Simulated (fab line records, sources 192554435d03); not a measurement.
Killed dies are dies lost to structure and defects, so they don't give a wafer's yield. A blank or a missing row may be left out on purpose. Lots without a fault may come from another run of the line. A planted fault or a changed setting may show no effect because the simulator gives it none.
Which tool did it? | flow n5_finfet | 13 lots, 37 wafers sampled, at 4 steps of a route of 1938

WHAT THE GAUGES READ, wafer by wafer
N5_BEOL_M4_THK_MEAS_53: measures by xrf.
lot  | measured     | on            | M4_THK (nm)
L580 | day 8 07:25  | film_metro-01 | 39.9 36.2 38.7
L582 | day 8 10:38  | film_metro-01 | 40.0 36.5 40.3
L584 | day 9 01:02  | film_metro-02 | 40.5 38.7 40.3
L586 | day 9 13:37  | film_metro-02 | 39.9 40.1 38.2
L589 | day 10 05:37 | film_metro-01 | 39.7 39.1 40.4
L588 | day 10 11:38 | film_metro-02 | 41.9 40.3 39.7
L590 | day 10 14:45 | film_metro-02 | 40.0 35.6 38.4
L591 | day 11 06:33 | film_metro-01 | 38.7 40.4 38.3
L594 | day 11 11:17 | film_metro-02 | 41.4 41.3 40.7
L593 | day 11 14:14 | film_metro-01 | 39.0 37.9 39.6
L595 | day 12 00:14 | film_metro-02 | 39.8 37.6 40.2
L600 | day 13 00:25 | film_metro-02 | 40.4
L602 | day 13 22:22 | film_metro-02 | 39.3 39.8 38.1

N5_BEOL_M5_CD_MEAS_11: target cd 27.74 nm.
lot  | measured     | on        | cd_nm (nm)
L580 | day 8 10:53  | cd_sem-03 | 28.23 27.93 27.84
L582 | day 8 13:52  | cd_sem-03 | 27.95 27.71 27.69
L584 | day 9 04:41  | cd_sem-01 | 28.28 28.07 28.26
L586 | day 9 18:10  | cd_sem-03 | 28.03 28.33 28.22
L589 | day 10 08:39 | cd_sem-01 | 27.99 27.98 28.29
L588 | day 10 14:53 | cd_sem-03 | 27.63 28.00 27.98
L590 | day 10 18:44 | cd_sem-03 | 28.01 28.36 27.90
L591 | day 11 10:41 | cd_sem-02 | 28.61 27.70 27.88
L594 | day 11 14:26 | cd_sem-01 | 28.01 27.81 28.35
L593 | day 11 16:43 | cd_sem-03 | 27.80 28.19 27.93
L595 | day 12 03:46 | cd_sem-01 | 27.67 28.11 28.21
L600 | day 13 05:08 | cd_sem-02 | 27.98
L602 | day 14 01:03 | cd_sem-02 | 28.18 27.65 27.99

WHICH TOOL RAN EACH LOT (tool, then ch and the chambers of the sampled wafers, then the start)
lot  | N5_BEOL_M5_ILD_DEP_00           | N5_BEOL_M5_COAT_60
L580 | pecvd-04 ch 0,2, day 8 08:55    | litho_track-05 ch 0, day 8 10:37
L582 | pecvd-02 ch 0,1,2, day 8 11:55  | litho_track-01 ch 0, day 8 13:37
L584 | pecvd-02 ch 0,1,2, day 9 02:35  | litho_track-05 ch 0, day 9 04:26
L586 | pecvd-04 ch 0,2, day 9 14:57    | litho_track-05 ch 0, day 9 17:46
L589 | pecvd-02 ch 0,1, day 10 06:54   | litho_track-01 ch 0, day 10 08:23
L588 | pecvd-02 ch 0,1, day 10 12:56   | litho_track-04 ch 0, day 10 14:30
L590 | pecvd-03 ch 0,2, day 10 16:03   | litho_track-01 ch 0, day 10 18:21
L591 | pecvd-03 ch 0,1,2, day 11 07:52 | litho_track-04 ch 0, day 11 10:25
L594 | pecvd-03 ch 1,2, day 11 12:34   | litho_track-05 ch 0, day 11 14:02
L593 | pecvd-03 ch 0,1,2, day 11 15:31 | litho_track-05 ch 0, day 11 16:19
L595 | pecvd-04 ch 0,2, day 12 01:31   | litho_track-04 ch 0, day 12 03:31
L600 | pecvd-03 ch 0, day 13 02:01     | litho_track-05 ch 0, day 13 04:52
L602 | pecvd-04 ch 0,1,2, day 13 23:40 | litho_track-01 ch 0, day 14 00:36
- N5_BEOL_M5_ILD_DEP_00: deposits SiCOH lowk from DEMS/porogen, target thk 140.64 nm, time 25.9 s.
- N5_BEOL_M5_COAT_60: time 60 s, resist thk 12 nm.

WHAT THE TOOLS THEMSELVES READ (means of the sampled wafers that have a number; where no wafer has one, the mark that the record gives instead)
N5_BEOL_M5_ILD_DEP_00.
lot  | tool     | heater_power_w (W) | showerhead_plenum_p_Torr (Torr) | throttle_valve_pct (%)
L580 | pecvd-04 | 271                | 5.724                           | 14.2
L582 | pecvd-02 | 327                | 5.749                           | 14.0
L584 | pecvd-02 | 323                | 5.753                           | 13.9
L586 | pecvd-04 | 247                | 5.725                           | 14.3
L589 | pecvd-02 | 315                | 5.754                           | 13.8
L588 | pecvd-02 | 319                | 5.744                           | 13.7
L590 | pecvd-03 | 246                | 5.741                           | 13.8
L591 | pecvd-03 | 227                | 5.740                           | 14.3
L594 | pecvd-03 | 271                | 5.732                           | 13.6
L593 | pecvd-03 | 241                | 5.747                           | 14.2
L595 | pecvd-04 | 247                | 5.725                           | 14.4
L600 | pecvd-03 | 189                | 5.745                           | 15.0
L602 | pecvd-04 | 250                | 5.734                           | 14.1

N5_BEOL_M5_COAT_60.
lot  | tool           | chill_plate_temp_C (C) | spin_speed_rpm (rpm)
L580 | litho_track-05 | 22.85                  | 1500.0
L582 | litho_track-01 | 22.97                  | 1499.6
L584 | litho_track-05 | 23.06                  | 1500.3
L586 | litho_track-05 | 23.05                  | 1501.7
L589 | litho_track-01 | 23.02                  | 1499.7
L588 | litho_track-04 | 23.13                  | 1500.5
L590 | litho_track-01 | 23.06                  | 1500.9
L591 | litho_track-04 | 23.07                  | 1500.5
L594 | litho_track-05 | 23.05                  | 1500.3
L593 | litho_track-05 | 23.08                  | 1500.4
L595 | litho_track-04 | 23.17                  | 1500.2
L600 | litho_track-05 | 23.19                  | 1404.0
L602 | litho_track-01 | 23.02                  | 1500.2

THE ANSWER, worked out from the rows above alone
Rule: what is usual is taken from the lots themselves. Put in order of their means at a reading, lots are off if they are a third of the lots or fewer, leave a main group of 4 or more, and stand apart from it by a gap of 3 or more times the standard deviation of the main group's means; of several such gaps the widest counts. A main group whose means are all the same, to the digits that the tables above print for the reading, isn't used. A lot without any number at a reading at which 4 lots or more have one is off too. The other lots that the step has rows for count as sound. The gauges are gone through in route order, then the tools' own readings, and for those a lot's mean is taken as printed above. The first step at which some lot is off is used, and at that step the reading that is off furthest; a lot without a number counts as furthest.
Off: L600, at N5_BEOL_M5_COAT_60 (spin_speed_rpm). The main group: mean 1500.4 rpm, standard deviation 0.53.
A tool fits if, at that step or a process step before it, it ran every lot that is off, and no sound lot after the first of them. Can't be told from this: 2 tools fit, pecvd-03 at N5_BEOL_M5_ILD_DEP_00, litho_track-05 at N5_BEOL_M5_COAT_60.

WHAT THE SIMULATOR HAD PUT IN
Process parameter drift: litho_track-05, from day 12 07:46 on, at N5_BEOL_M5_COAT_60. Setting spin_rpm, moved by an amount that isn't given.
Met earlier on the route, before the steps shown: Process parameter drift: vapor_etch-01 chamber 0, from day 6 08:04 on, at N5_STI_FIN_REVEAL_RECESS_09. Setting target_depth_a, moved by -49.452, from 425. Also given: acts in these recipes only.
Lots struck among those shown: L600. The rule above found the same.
